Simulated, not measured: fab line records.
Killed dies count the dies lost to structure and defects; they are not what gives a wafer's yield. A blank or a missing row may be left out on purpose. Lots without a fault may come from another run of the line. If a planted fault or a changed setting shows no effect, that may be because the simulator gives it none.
Split-lot experiment | flow n5Finfet | 39 wafers read from 7 lots, route of 1938 steps

## THE SPLIT ITSELF
At N5_FIN_CUT_EXPOSE_05 (exposes mask FIN CUT), the setting doseMj was moved away from the recipe's 45.75 on 12 of the 39 wafers read, by -7.0% to +7.0%. The other wafers ran this setting at the recipe's value.

## FROM THE SPLIT TO THE READING: what the file shows between them, 2 steps
- N5_FIN_CUT_PEB_06: peb time 60 s
- N5_FIN_CUT_DEVELOP_07: develop time 30 s

## THE READING
cdNm at N5_FIN_CUT_CD_MEAS_08, given in nm (cd target 29.1 nm). On this fab line, fault-free wafers typically give 29.12 nm with a standard deviation of 0.23 nm.

wafer  | tool, chamber at the split | doseMj as run | against the recipe | cdNm, nm | against lot-mates on the recipe
L074.1 | euvScanner-01, 0           | 45.75         | recipe             | 29.40    | -
L074.2 | euvScanner-01, 0           | 45.75         | recipe             | 28.91    | -
L074.3 | euvScanner-01, 0           | 45.75         | recipe             | 29.13    | -
L074.4 | euvScanner-01, 0           | 45.75         | recipe             | 29.09    | -
L074.5 | euvScanner-01, 0           | 45.75         | recipe             | 29.17    | -
L074.6 | euvScanner-01, 0           | 45.75         | recipe             | 29.04    | -
L075.1 | euvScanner-02, 0           | 45.75         | recipe             | 28.69    | -
L075.4 | euvScanner-02, 0           | 45.75         | recipe             | 29.03    | -
L075.5 | euvScanner-02, 0           | 45.75         | recipe             | 29.38    | -
L083.1 | euvScanner-01, 0           | 45.75         | recipe             | 28.97    | -
L083.2 | euvScanner-01, 0           | 45.75         | recipe             | 29.03    | -
L083.3 | euvScanner-01, 0           | 45.75         | recipe             | 29.32    | -
L083.4 | euvScanner-01, 0           | 45.75         | recipe             | 29.48    | -
L083.5 | euvScanner-01, 0           | 45.75         | recipe             | 29.10    | -
L083.6 | euvScanner-01, 0           | 45.75         | recipe             | 29.29    | -
L084.1 | euvScanner-01, 0           | 42.57         | -7.0%              | 28.10    | -1.01
L084.2 | euvScanner-01, 0           | 45.75         | recipe             | 29.05    | -
L084.3 | euvScanner-01, 0           | 45.75         | recipe             | 29.27    | -
L084.4 | euvScanner-01, 0           | 42.57         | -7.0%              | 27.89    | -1.22
L084.5 | euvScanner-01, 0           | 45.75         | recipe             | 29.02    | -
L084.6 | euvScanner-01, 0           | 42.57         | -7.0%              | 27.80    | -1.31
L086.1 | euvScanner-01, 0           | 43.7          | -4.5%              | 28.09    | -1.20
L086.2 | euvScanner-01, 0           | 45.75         | recipe             | 29.57    | -
L086.3 | euvScanner-01, 0           | 43.7          | -4.5%              | 28.52    | -0.77
L086.4 | euvScanner-01, 0           | 45.75         | recipe             | 29.21    | -
L086.5 | euvScanner-01, 0           | 43.7          | -4.5%              | 28.51    | -0.78
L086.6 | euvScanner-01, 0           | 45.75         | recipe             | 29.09    | -
L094.1 | euvScanner-01, 0           | 45.75         | recipe             | 28.75    | -
L094.2 | euvScanner-01, 0           | 48.97         | +7.0%              | 30.40    | +1.65
L094.3 | euvScanner-01, 0           | 48.97         | +7.0%              | 30.08    | +1.33
L094.4 | euvScanner-01, 0           | 45.75         | recipe             | 28.81    | -
L094.5 | euvScanner-01, 0           | 48.97         | +7.0%              | 30.46    | +1.71
L094.6 | euvScanner-01, 0           | 45.75         | recipe             | 28.68    | -
L096.1 | euvScanner-01, 0           | 45.75         | recipe             | 28.99    | -
L096.2 | euvScanner-01, 0           | 45.75         | recipe             | 28.93    | -
L096.3 | euvScanner-01, 0           | 47.22         | +3.2%              | 29.39    | +0.38
L096.4 | euvScanner-01, 0           | 47.22         | +3.2%              | 29.58    | +0.57
L096.5 | euvScanner-01, 0           | 45.75         | recipe             | 29.10    | -
L096.6 | euvScanner-01, 0           | 47.22         | +3.2%              | 29.28    | +0.27

FIT RESULTS
A straight line over all 39 wafers: cdNm changes by +0.163 nm for each +1% of doseMj; r = +0.92; the points scatter about the line by 0.22 nm.
The same after taking each lot's own level away (the mean of its wafers on the recipe; 39 wafers): +0.192 nm for each +1%; r = +0.95; scatter 0.19 nm.
On that fit, the largest move of doseMj shifts the reading by 1.4 nm.
From 28.747 to 29.290 nm: that is the span of the lots' own levels, equal to 2.4 times the standard deviation above.
So the slope is not independent of the lot-to-lot level: the two fits are not the same.
Check: with one of the wafers moved furthest among these (+7.0%) left out of the fit, the line predicts +1.31 nm for it against its lot-mates. It came out at +1.65 nm against them.

## THE OTHER SPLITS THESE WAFERS WENT THROUGH
These wafers also went through other splits before the reading. Each is held against what the fit with the lots' levels taken away leaves over:
other split on the same wafers | wafers away from the commonest value | r with cdNm (lot level and that fit taken away)
N5_WELL_APT_EXPOSE_05 doseMj   | 9                                    | +0.01
N5_FIN_SAQP_ETCH_65 timeS      | 15                                   | +0.05

## THE WHOLE CHAIN: every reading that the file lists as answering this split, in the file's order
step                  | what it does                                                | reading                                                             | change (the file's fit)               | r (the file's)
N5_FIN_CUT_CD_MEAS_08 | target cd 29.1 nm                                           | cdNm                                                                | +0.192 nm for each +1% of the setting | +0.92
N5_FIN_CUT_ETCH_30    | etches underlayer in N2/H2, target depth 13 nm, time 10.4 s | FIN_CUT.cdOffsetNm (the simulator's own value, which no gauge read) | +0.184 nm for each +1% of the setting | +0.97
N5_FIN_CUT_ETCH_20    | etches SiARC in CF4, target depth 26 nm, time 43.3 s        | FIN_CUT.cdOffsetNm (the simulator's own value, which no gauge read) | +0.161 nm for each +1% of the setting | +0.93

## THE FILE'S OWN FIT
cdNm changes by +0.192 nm for each +1% of doseMj, r = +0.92.
